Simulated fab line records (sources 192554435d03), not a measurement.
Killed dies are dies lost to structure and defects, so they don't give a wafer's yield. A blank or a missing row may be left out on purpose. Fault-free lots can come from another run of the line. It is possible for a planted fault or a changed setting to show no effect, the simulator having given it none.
Chamber matching | flow n5 finfet | rie diel-03 running N5_BEOL_M5_ETCH_67: 4 sister chambers
The step etches SiARC in CF4, target depth 15.6 nm, time 26 s. 8 wafers are shown with their chamber, then 8 later ones without.

== EACH WAFER AND ITS CHAMBER ==
wafer  | chamber | drypump motor current A (A) | showerhead plenum p Torr (Torr)
L078.2 | 2       | 6.1                         | 2.20
L078.4 | 3       | 6.3                         | 2.11
L078.6 | 1       | 6.0                         | 2.14
L079.3 | 3       | 6.3                         | 2.11
L085.2 | 2       | 6.1                         | 2.20
L085.5 | 0       | 4.9                         | 2.04
L085.6 | 1       | 6.1                         | 2.13
L091.2 | 0       | 4.9                         | 2.03

== WAFERS MISSING THEIR CHAMBER ==
wafer  | drypump motor current A (A) | showerhead plenum p Torr (Torr)
L091.5 | 4.9                         | 2.04
L091.6 | 6.3                         | 2.10
L095.2 | 6.1                         | 2.19
L095.5 | 4.9                         | 2.03
L095.6 | 6.0                         | 2.13
L094.3 | 6.0                         | 2.13
L094.5 | 6.1                         | 2.19
L094.6 | 6.1                         | 2.13

== WHICH CHAMBER EACH WENT THROUGH ==
wafer  | from the rows above | in truth
L091.5 | 0                   | 0
L091.6 | 3                   | 3
L095.2 | 2                   | 2
L095.5 | 0                   | 0
L095.6 | 1                   | 1
L094.3 | 1                   | 1
L094.5 | 2                   | 2
L094.6 | 1                   | 1
Correctly placed: 8 of 8. From these rows, 0 cannot be placed. Wrongly placed: 0.
How it was worked out, from the rows above alone: a wafer's distance from a chamber is the root of the sum, over the readings, of the square of ((its reading less the chamber's mean) divided by the reading's scatter). The wafer belongs to the nearest chamber; if the next one is less than 2 further off, it can't be placed. For every chamber, the mean is computed from those of its wafers that are shown. The scatter: the root of (the sum of the squares of (reading less its chamber's mean) over the shown wafers, divided by (wafers less chambers)).
